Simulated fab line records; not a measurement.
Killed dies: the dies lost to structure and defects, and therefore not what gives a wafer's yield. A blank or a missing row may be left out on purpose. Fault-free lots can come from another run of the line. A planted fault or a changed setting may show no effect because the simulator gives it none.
Check for tools in common	flow nand harc	Sampled: 6 lots, 17 wafers

REASON FOR OPENING
Flagged at NHARC_END_SORT_01: reading killed at other, on 2 of 6 lots. Fault-free wafers read 0.5, with a standard deviation of 0.8.
Rule: a lot gets a flag if all its wafers with a number sit over 4 standard deviations from that mean, or if no wafer of it has a number. The other lots count as sound.

lot	measured	on	killed at other, wafer by wafer	flag
L713	day 20 05:02	prober-02	0 0 0	
L715	day 20 20:37	prober-02	1 0 0	
L718	day 21 06:13	prober-01	435 423 450	FLAGGED
L717	day 21 15:29	prober-02	446 424	FLAGGED
L726	day 23 22:25	prober-02	0 0 0	
L733	day 25 03:05	prober-01	0 0 1	
Averaged over the flagged lots the numbers come to 435.6, +435.1 from the usual (+99 or more standard deviations).

LOT BY LOT: THE TOOL USED
The record holds 3 process steps before the reading, out of a route of 1159 steps. Every cell lists first the tool, next ch and the chambers used by the sampled wafers, and last the start.
lot	flag	NHARC_THIN_TSV_ETCH_44	NHARC_THIN_TSV_DEGAS_49	NHARC_THIN_TSV_ECD_20
L713		rie diel-13 ch 0,1, day 19 04:46	pvd sputter-01, day 19 07:40	ecd cu-02 ch 0,1, day 19 08:06
L715		rie diel-02 ch 0,2,3, day 19 11:13	pvd sputter-03, day 19 13:47	ecd cu-02 ch 1, day 19 14:20
L718	FLAGGED	rie diel-02 ch 0,2,3, day 20 01:44	pvd sputter-01, day 20 04:22	ecd cu-02 ch 0,1, day 20 04:49
L717	FLAGGED	rie diel-02 ch 2,3, day 20 03:00	pvd sputter-01, day 20 05:27	ecd cu-02 ch 0,1, day 20 06:16
L726		rie diel-02 ch 0,2,3, day 23 01:08	pvd sputter-01, day 23 03:33	ecd cu-02 ch 0,1, day 23 04:08
L733		rie diel-13 ch 0,3, day 24 10:36	pvd sputter-01, day 24 13:19	ecd cu-01 ch 0,1, day 24 13:56
What the steps here do:
- NHARC_THIN_TSV_ETCH_44: etches the open film in CF4/O2, target depth 1594.2 nm, time 797.1 s.
- NHARC_THIN_TSV_DEGAS_49: time 120 s.
- NHARC_THIN_TSV_ECD_20: material Cu, target thk 2000 nm.
- NHARC_END_SORT_01

FLAGGED OVER TOTAL, TOOL BY TOOL (the gauges that took the reading come last)
step	tool	lots run	flagged	share of the flagged lots	sound lots run after its first flagged lot
NHARC_THIN_TSV_ETCH_44	rie diel-02	4	2	all	1 (L726)
NHARC_THIN_TSV_ETCH_44	rie diel-13	2	0	none	-
NHARC_THIN_TSV_DEGAS_49	pvd sputter-01	5	2	all	2 (L726,L733)
NHARC_THIN_TSV_DEGAS_49	pvd sputter-03	1	0	none	-
NHARC_THIN_TSV_ECD_20	ecd cu-01	1	0	none	-
NHARC_THIN_TSV_ECD_20	ecd cu-02	5	2	all	1 (L726)
NHARC_END_SORT_01	prober-01	2	1	some	1 (L733)
NHARC_END_SORT_01	prober-02	4	1	some	1 (L726)

WHAT IS ALLOWED BY THE TABLE
rie diel-02 at NHARC_THIN_TSV_ETCH_44, pvd sputter-01 at NHARC_THIN_TSV_DEGAS_49 and ecd cu-02 at NHARC_THIN_TSV_ECD_20: these 3 rows of the table ran every flagged lot.
- rie diel-02 at NHARC_THIN_TSV_ETCH_44: 2 of its 4 lots flagged. Sound lots ran on it after the first flagged one (L726), which a lasting fault on the whole tool wouldn't allow.
- pvd sputter-01 at NHARC_THIN_TSV_DEGAS_49: 2 of its 5 lots flagged. Sound lots ran on it after the first flagged one (L726, L733), which a lasting fault on the whole tool wouldn't allow.
- ecd cu-02 at NHARC_THIN_TSV_ECD_20: 2 of its 5 lots flagged. Sound lots ran on it after the first flagged one (L726), which a lasting fault on the whole tool wouldn't allow.
Every row of the table either missed a flagged lot or ran a sound lot after the first.

WHAT HAD BEEN PUT IN BY THE SIMULATOR
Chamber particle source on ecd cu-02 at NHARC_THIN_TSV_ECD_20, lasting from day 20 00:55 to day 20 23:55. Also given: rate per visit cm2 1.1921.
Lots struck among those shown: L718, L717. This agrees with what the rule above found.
